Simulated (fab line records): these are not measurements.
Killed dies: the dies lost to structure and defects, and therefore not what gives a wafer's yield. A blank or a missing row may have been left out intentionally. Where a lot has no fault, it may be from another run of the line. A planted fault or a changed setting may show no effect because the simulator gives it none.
What tool caused it? | flow n5-finfet | 7 lots with 19 wafers sampled at 9 steps, on a route of 1938 steps

== WHAT THE GAUGES SHOWED, per wafer ==
N5_BEOL_M4_RC_MEAS_101. Usual: DIBL_N 36.4 mV/V, standard deviation 1.9; DIBL_P 35.8 mV/V, standard deviation 2.1; IOFF_N 0.158 nA/um, standard deviation 0.029; IOFF_P 0.21 nA/um, standard deviation 0.035; ION_N 676 uA/um, standard deviation 14; ION_P 465 uA/um, standard deviation 9.7; SS_N 71.5 mV/dec, standard deviation 0.66; SS_P 73.4 mV/dec, standard deviation 0.7; VT_N 249.8 mV, standard deviation 3; VT_P -250 mV, standard deviation 3.3.
lot  | measured     | on        | DIBL_N (mV/V)  | DIBL_P (mV/V)  | IOFF_N (nA/um)    | IOFF_P (nA/um) | ION_N (uA/um) | ION_P (uA/um) | SS_N (mV/dec)  | SS_P (mV/dec)  | VT_N (mV)         | VT_P (mV)      | flag
L679 | day 9 11:25  | prober-01 | 34.4 33.5 34.8 | 34.7 33.8 35.7 | 0.131 0.116 0.143 | 0.20 0.19 0.22 | 649 652 674   | 451 456 473   | 71.3 70.9 71.7 | 73.2 73.1 73.1 | 250.7 254.2 250.6 | -249 -249 -248 |
L684 | day 10 17:08 | prober-02 | 37.6 38.4      | 35.5 36.2      | 0.155 0.171       | 0.22 0.22      | 688 690       | 474 471       | 70.3 71.1      | 73.1 73.4      | 249.2 250.3       | -248 -246      |
L685 | day 10 17:44 | prober-01 | 37.8 37.5 35.5 | 37.2 37.2 34.2 | 0.177 0.171 0.135 | 0.26 0.26 0.20 | 676 676 667   | 473 471 465   | 71.2 71.5 70.9 | 73.9 74.0 73.1 | 248.1 248.2 252.9 | -248 -246 -250 |
L692 | day 12 18:08 | prober-01 | 36.4 39.2      | 36.5 39.8      | 0.190 0.254       | 0.23 0.29      | 687 710       | 469 482       | 71.2 72.0      | 73.5 75.0      | 245.3 240.3       | -252 -245      |
L696 | day 13 18:32 | prober-02 | 35.8 35.2 34.1 | 34.8 34.1 31.6 | 0.155 0.142 0.117 | 0.21 0.19 0.16 | 671 666 656   | 469 459 448   | 71.1 71.3 71.0 | 73.4 73.4 72.0 | 250.0 251.1 250.5 | -249 -248 -251 |
L700 | day 14 22:58 | prober-02 | 37.2 35.6 36.6 | 37.9 36.8 37.2 | 0.162 0.142 0.151 | 0.22 0.20 0.22 | 671 679 670   | 459 464 461   | 72.3 71.2 71.8 | 73.8 72.9 73.7 | 250.7 250.5 252.0 | -250 -249 -248 |
L701 | day 15 10:07 | prober-01 | 33.6 31.6 30.2 | 33.7 31.8 30.0 | 0.126 0.110 0.091 | 0.18 0.16 0.14 | 668 667 652   | 463 462 455   | 72.0 70.6 70.8 | 72.9 72.2 71.9 | 252.8 253.3 257.4 | -250 -254 -254 |

N5_BEOL_M12_CD_MEAS_17: the cd target is 140 nm. Usual: cd-nm 140.6 nm, standard deviation 2.1.
lot  | measured     | on        | cd-nm (nm)        | flag
L679 | day 12 07:17 | cd-sem-01 | 139.5 143.2 142.4 |
L684 | day 13 17:24 | cd-sem-03 | 139.8 137.9       |
L685 | day 13 11:59 | cd-sem-01 | 138.4 138.9 139.5 |
L692 | day 15 17:02 | cd-sem-03 | 141.3 140.9       |
L696 | day 16 16:32 | cd-sem-01 | 145.5 141.7 141.0 |
L700 | day 18 05:08 | cd-sem-02 | 137.9 138.8 136.6 |
L701 | day 18 13:46 | cd-sem-01 | 144.0 141.0 143.9 |

N5_BEOL_M12_OVL_MEAS_29. Usual: for M12_OVL the level is 2 nm and the standard deviation is 5.6.
lot  | measured     | on         | M12_OVL (nm) | flag
L679 | day 12 07:47 | overlay-01 | 14 8 9       |
L684 | day 13 17:53 | overlay-02 | 6 14         |
L685 | day 13 12:21 | overlay-02 | -5 2 0       |
L692 | day 15 18:41 | overlay-01 | 3 3          |
L696 | day 16 17:01 | overlay-02 | 1 -9 -4      |
L700 | day 18 05:29 | overlay-01 | 0 11 0       |
L701 | day 18 14:14 | overlay-01 | 7 9 5        |

N5_BEOL_M12_OCD_MEAS_35. Usual: trench-depth-nm 322 nm, standard deviation 5.3.
lot  | measured     | on     | trench-depth-nm (nm) | flag
L679 | day 12 08:21 | ocd-01 | 320 314 313          |
L684 | day 13 18:27 | ocd-01 | 326 319              |
L685 | day 13 12:55 | ocd-01 | 319 316 328          |
L692 | day 15 19:25 | ocd-01 | 318 233              | OFF
L696 | day 16 17:37 | ocd-02 | 324 325 323          |
L700 | day 18 06:43 | ocd-01 | 320 319 323          |
L701 | day 18 14:53 | ocd-02 | 318 325 327          |

N5_BEOL_M12_THK_MEAS_50: measures by xrf. Usual: for M12_THK the level is 336 nm and the standard deviation is 6.3.
lot  | measured     | on            | M12_THK (nm) | flag
L679 | day 12 10:14 | film-metro-02 | 332 324 324  |
L684 | day 13 20:39 | film-metro-01 | 339 330      |
L685 | day 13 15:41 | film-metro-01 | 332 331 343  |
L692 | day 15 21:55 | film-metro-02 | 332 243      | OFF
L696 | day 16 22:10 | film-metro-02 | 337 338 335  |
L700 | day 18 08:34 | film-metro-02 | 335 335 339  |
L701 | day 18 17:45 | film-metro-01 | 331 340 342  |

N5_BEOL_M12_RS_MEAS_54: the measuring method here is four-point-probe. Usual: for M12_RS the level is 0.0593 ohm/sq and the standard deviation is 0.0011.
lot  | measured     | on            | M12_RS (ohm/sq)      | flag
L679 | day 12 10:22 | film-metro-01 | 0.0597 0.0612 0.0610 |
L684 | day 13 20:47 | film-metro-01 | 0.0585 0.0601        |
L685 | day 13 15:49 | film-metro-01 | 0.0601 0.0605 0.0582 |
L692 | day 15 22:02 | film-metro-02 | 0.0603 0.0838        | OFF
L696 | day 16 22:17 | film-metro-02 | 0.0586 0.0585 0.0591 |
L700 | day 18 08:41 | film-metro-01 | 0.0596 0.0599 0.0590 |
L701 | day 18 17:53 | film-metro-02 | 0.0604 0.0587 0.0583 |

N5_BEOL_M15_RC_MEAS_101. Usual: COMB_M10 1.5e-11 S/m, standard deviation 3.2e-12; COMB_M11 1.4e-11 S/m, standard deviation 3.3e-12; COMB_M13 4.9e-12 S/m, standard deviation 1.3e-12; COMB_M14 3.5e-12 S/m, standard deviation 8.9e-13; COMB_M15 2.4e-12 S/m, standard deviation 6.7e-13; COMB_M5 3.6e-11 S/m, standard deviation 6e-12; COMB_M6 2.6e-11 S/m, standard deviation 4.8e-12; COMB_M7 2.6e-11 S/m, standard deviation 6.1e-12; COMB_M8 2.5e-11 S/m, standard deviation 5.2e-12; COMB_M9 1.4e-11 S/m, standard deviation 3.2e-12; SERP_M10 3.02 ohm/um, standard deviation 0.094; SERP_M10_max_site 3.10 ohm/um, standard deviation 0.1; SERP_M11 3.12 ohm/um, standard deviation 0.071; SERP_M12 0.626 ohm/um, standard deviation 0.017; SERP_M12_max_site 0.639 ohm/um, standard deviation 0.018; SERP_M13 0.310 ohm/um, standard deviation 0.0065; SERP_M14 0.158 ohm/um, standard deviation 0.0036; SERP_M5 39.9 ohm/um, standard deviation 1.9; SERP_M6 13.9 ohm/um, standard deviation 0.56; SERP_M7 14.3 ohm/um, standard deviation 0.48; SERP_M8 13.8 ohm/um, standard deviation 0.65; SERP_M8_max_site 14.4 ohm/um, standard deviation 0.68; SERP_M9 3.14 ohm/um, standard deviation 0.084.
lot  | measured     | on        | COMB_M10 (S/m)          | COMB_M11 (S/m)          | COMB_M13 (S/m)          | COMB_M14 (S/m)          | COMB_M15 (S/m)          | COMB_M5 (S/m)           | COMB_M6 (S/m)           | COMB_M7 (S/m)           | COMB_M8 (S/m)           | COMB_M9 (S/m)           | SERP_M10 (ohm/um) | SERP_M10_max_site (ohm/um) | SERP_M11 (ohm/um) | SERP_M12 (ohm/um) | SERP_M12_max_site (ohm/um) | SERP_M13 (ohm/um) | SERP_M14 (ohm/um) | SERP_M5 (ohm/um) | SERP_M6 (ohm/um) | SERP_M7 (ohm/um) | SERP_M8 (ohm/um) | SERP_M8_max_site (ohm/um) | SERP_M9 (ohm/um) | flag
L679 | day 13 01:26 | prober-02 | 1.3e-11 1.3e-11 1.4e-11 | 1.7e-11 1.2e-11 1.3e-11 | 4.1e-12 4.5e-12 4.5e-12 | 3.2e-12 2.9e-12 3.9e-12 | 1.5e-12 2.4e-12 2.4e-12 | 3.2e-11 4.5e-11 3.2e-11 | 2.1e-11 1.9e-11 1.8e-11 | 2.7e-11 2.1e-11 2.2e-11 | 2.3e-11 2.5e-11 2.1e-11 | 1.9e-11 1.2e-11 2.2e-11 | 3.08 3.09 3.17    | 3.22 3.19 3.26             | 3.00 3.14 3.18    | 0.642 0.662 0.652 | 0.654 0.671 0.664          | 0.305 0.304 0.309 | 0.162 0.159 0.161 | 38.1 38.9 39.8   | 13.9 13.7 14.2   | 14.1 14.6 14.1   | 13.6 14.3 14.7   | 13.9 14.8 15.3            | 3.23 3.20 3.17   |
L684 | day 14 15:43 | prober-01 | 1.5e-11 1.4e-11         | 2.8e-11 1.7e-11         | 7.6e-12 6.7e-12         | 5.1e-12 4.3e-12         | 3.2e-12 2.3e-12         | 2.9e-11 3.5e-11         | 2.4e-11 3.1e-11         | 2.7e-11 3.2e-11         | 2.9e-11 2.9e-11         | 1.4e-11 1.4e-11         | 2.88 3.00         | 2.97 3.13                  | 3.17 3.17         | 0.623 0.635       | 0.626 0.655                | 0.301 0.306       | 0.162 0.157       | 39.1 45.6        | 13.7 13.9        | 14.2 15.0        | 14.1 14.0        | 14.6 14.4                 | 3.20 3.09        |
L685 | day 14 09:38 | prober-02 | 2.2e-11 2e-11 1.6e-11   | 1.5e-11 1.5e-11 1.1e-11 | 5.4e-12 5.3e-12 5.8e-12 | 3.7e-12 3.2e-12 2.6e-12 | 1.8e-12 1.2e-12 1.7e-12 | 3.4e-11 3e-11 3.4e-11   | 2.2e-11 2.5e-11 3.7e-11 | 1.8e-11 2e-11 1.7e-11   | 2.8e-11 3.3e-11 2.7e-11 | 1.2e-11 1.2e-11 1.8e-11 | 3.05 3.11 3.23    | 3.15 3.14 3.32             | 3.06 3.05 3.08    | 0.627 0.650 0.605 | 0.645 0.657 0.617          | 0.297 0.307 0.297 | 0.156 0.159 0.160 | 37.8 38.3 38.6   | 14.5 14.3 15.0   | 14.4 14.3 14.7   | 14.1 13.6 14.0   | 14.5 14.1 14.4            | 3.22 3.22 3.16   |
L692 | day 16 22:08 | prober-01 | 1.5e-11 1.3e-11         | 1.2e-11 1.4e-11         | 5.3e-12 4.1e-12         | 3.6e-12 3.9e-12         | 3.1e-12 4.3e-12         | 3.1e-11 3.8e-11         | 2.2e-11 2.7e-11         | 2.2e-11 3e-11           | 2.6e-11 3.1e-11         | 1.1e-11 1.5e-11         | 3.20 3.17         | 3.38 3.24                  | 3.15 3.06         | 0.666 0.938       | 0.681 0.966                | 0.321 0.310       | 0.152 0.157       | 40.3 44.2        | 14.0 14.0        | 13.9 14.4        | 13.1 12.9        | 13.9 13.3                 | 3.26 3.07        | OFF
L696 | day 17 19:26 | prober-01 | 2.1e-11 1.6e-11 1.5e-11 | 1.5e-11 1.5e-11 1.2e-11 | 4.3e-12 6.3e-12 4.3e-12 | 3.5e-12 3.7e-12 3.9e-12 | 2.7e-12 2.7e-12 3.1e-12 | 4e-11 4e-11 3.5e-11     | 2.6e-11 2e-11 3.1e-11   | 3.9e-11 2.2e-11 2.2e-11 | 2.3e-11 2.2e-11 3.5e-11 | 1.7e-11 1.5e-11 1e-11   | 2.95 3.00 3.02    | 3.00 3.07 3.09             | 3.17 3.15 3.25    | 0.615 0.619 0.621 | 0.622 0.635 0.628          | 0.315 0.306 0.309 | 0.156 0.155 0.153 | 38.4 39.8 39.2   | 13.5 13.8 13.5   | 13.9 14.7 14.2   | 13.9 15.6 13.9   | 14.5 16.4 14.5            | 3.10 3.15 3.16   |
L700 | day 19 05:37 | prober-01 | 1.1e-11 1.2e-11 1.6e-11 | 1.7e-11 1.4e-11 1e-11   | 5.9e-12 5.9e-12 6.4e-12 | 3.3e-12 3.7e-12 3.8e-12 | 2.6e-12 3.2e-12 2.3e-12 | 2.7e-11 3.5e-11 3.7e-11 | 3.1e-11 2.5e-11 2.6e-11 | 2.2e-11 3.6e-11 2.5e-11 | 2.9e-11 2e-11 2.6e-11   | 1.5e-11 1.6e-11 1.4e-11 | 3.02 2.89 2.95    | 3.14 2.95 3.01             | 3.19 3.11 3.13    | 0.632 0.632 0.633 | 0.645 0.640 0.651          | 0.315 0.326 0.317 | 0.154 0.163 0.157 | 38.4 36.2 37.7   | 13.5 13.3 13.9   | 14.0 15.2 14.1   | 14.0 13.3 13.8   | 14.3 13.7 14.3            | 3.34 3.08 3.10   |
L701 | day 19 13:58 | prober-01 | 1.4e-11 1.3e-11 1.3e-11 | 1.4e-11 1.5e-11 1.7e-11 | 7e-12 6.1e-12 4.9e-12   | 3.3e-12 3e-12 4.8e-12   | 2.5e-12 2.9e-12 2.5e-12 | 2.6e-11 3.9e-11 4.3e-11 | 3.3e-11 3.4e-11 3.4e-11 | 2.5e-11 2.6e-11 1.9e-11 | 2.7e-11 1.9e-11 2.2e-11 | 1.4e-11 1.6e-11 1.1e-11 | 2.84 2.94 2.91    | 2.93 3.05 2.96             | 3.26 3.23 3.22    | 0.609 0.607 0.610 | 0.615 0.615 0.622          | 0.310 0.303 0.307 | 0.160 0.155 0.153 | 41.2 40.3 38.8   | 13.1 13.6 13.2   | 14.7 13.9 13.8   | 14.3 13.1 14.6   | 15.2 13.9 15.5            | 3.25 3.30 3.13   |

== EACH LOT AND THE TOOL THAT RAN IT (in order: tool; ch and the chambers of the sampled wafers; start) ==
lot  | N5_BEOL_M12_TRENCH_ETCH_34         | N5_BEOL_M12_SPUTTER_44
L679 | rie-diel-04 ch 0,1,3, day 12 08:12 | pvd-sputter-03, day 12 09:19
L684 | rie-diel-05 ch 2,3, day 13 18:18   | pvd-sputter-01, day 13 19:43
L685 | rie-diel-04 ch 0,2,3, day 13 12:46 | pvd-sputter-01, day 13 14:46
L692 | rie-diel-04 ch 0, day 15 19:16     | pvd-sputter-01, day 15 20:59
L696 | rie-diel-03 ch 0,3, day 16 17:28   | pvd-sputter-02, day 16 19:42
L700 | rie-diel-03 ch 0,1,3, day 18 06:33 | pvd-sputter-01, day 18 07:11
L701 | rie-diel-05 ch 0,1, day 18 14:44   | pvd-sputter-03, day 18 16:48
- N5_BEOL_M12_TRENCH_ETCH_34: etches SiOC in C4F8/O2/Ar, target depth 318.95 nm, time 125.5 s.
- N5_BEOL_M12_SPUTTER_44: material Ta, target thk 10 nm, time 16.13 s.

== WHAT THE TOOLS THEMSELVES READ (means of the sampled wafers that have a number; where no wafer has one, the mark that the record gives instead) ==
N5_BEOL_M12_TRENCH_ETCH_34. Usual: drypump-motor-current-A 5.5 A, standard deviation 0.59; he-outer-torr 30.00 Torr, standard deviation 0.06; oes-product-au 0.81 a.u., standard deviation 0.067; rf-vpp-V 666 V, standard deviation 3.2; showerhead-plenum-p-Torr 3.44 Torr, standard deviation 0.11; throttle-valve-pct 24.24 %, standard deviation 0.24.
lot  | tool        | drypump-motor-current-A (A) | he-outer-torr (Torr) | oes-product-au (a.u.) | rf-vpp-V (V) | showerhead-plenum-p-Torr (Torr) | throttle-valve-pct (%) | flag
L679 | rie-diel-04 | 6.2                         | 30.00                | 0.76                  | 667          | 3.48                            | 24.39                  |
L684 | rie-diel-05 | 6.2                         | 30.00                | 0.80                  | 664          | 3.36                            | 23.95                  |
L685 | rie-diel-04 | 5.8                         | 29.99                | 0.78                  | 667          | 3.52                            | 24.43                  |
L692 | rie-diel-04 | 6.2                         | 30.00                | 0.62                  | 664          | 3.39                            | 24.73                  |
L696 | rie-diel-03 | 5.5                         | 29.92                | 0.83                  | 668          | 3.51                            | 24.18                  |
L700 | rie-diel-03 | 5.2                         | 29.95                | 0.79                  | 665          | 3.40                            | 24.31                  |
L701 | rie-diel-05 | 5.4                         | 30.01                | 0.89                  | 668          | 3.48                            | 24.25                  |

N5_BEOL_M12_SPUTTER_44. Usual: cathode-dc-power-W 15000 W, standard deviation 3; throttle-valve-pct 30.2 %, standard deviation 1.1.
lot  | tool           | cathode-dc-power-W (W) | throttle-valve-pct (%) | flag
L679 | pvd-sputter-03 | 15000                  | 29.7                   |
L684 | pvd-sputter-01 | 15002                  | 31.1                   |
L685 | pvd-sputter-01 | 15000                  | 31.7                   |
L692 | pvd-sputter-01 | 14997                  | 32.1                   |
L696 | pvd-sputter-02 | 14998                  | 29.6                   |
L700 | pvd-sputter-01 | 15003                  | 31.5                   |
L701 | pvd-sputter-03 | 15001                  | 29.9                   |

== THE ANSWER, worked out from the rows above alone ==
Rule: a lot is off if the mean of its wafers that have a number lies more than 3 standard deviations from the usual mean. A lot without any number at a reading at which 4 lots or more have one is off too. The other lots that the step has rows for count as sound. First the gauges in route order, then the tools' own readings, where a lot's mean is used as printed above. At the first step where some lot is off, the reading lying furthest off is the one used; lots without a number count as furthest.
Off: L692, at N5_BEOL_M12_OCD_MEAS_35 (trench-depth-nm).
If a tool, at a process step before that reading, ran all the lots that are off and no sound lot after the first of them, it fits. Not tried: the gauges at N5_BEOL_M12_OCD_MEAS_35; whatever is off there is also off at N5_BEOL_M12_THK_MEAS_50, on other tools, and gauge error can't account for it. One fits: rie-diel-04 at N5_BEOL_M12_TRENCH_ETCH_34. A fault onset in the window from L685 (day 13 12:46, its last sound lot) to L692 (day 15 19:16, its first lot off) fits.

== WHAT THE SIMULATOR HAD INSERTED ==
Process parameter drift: rie-diel-04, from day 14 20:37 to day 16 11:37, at N5_BEOL_M12_TRENCH_ETCH_34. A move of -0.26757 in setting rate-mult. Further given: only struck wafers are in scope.
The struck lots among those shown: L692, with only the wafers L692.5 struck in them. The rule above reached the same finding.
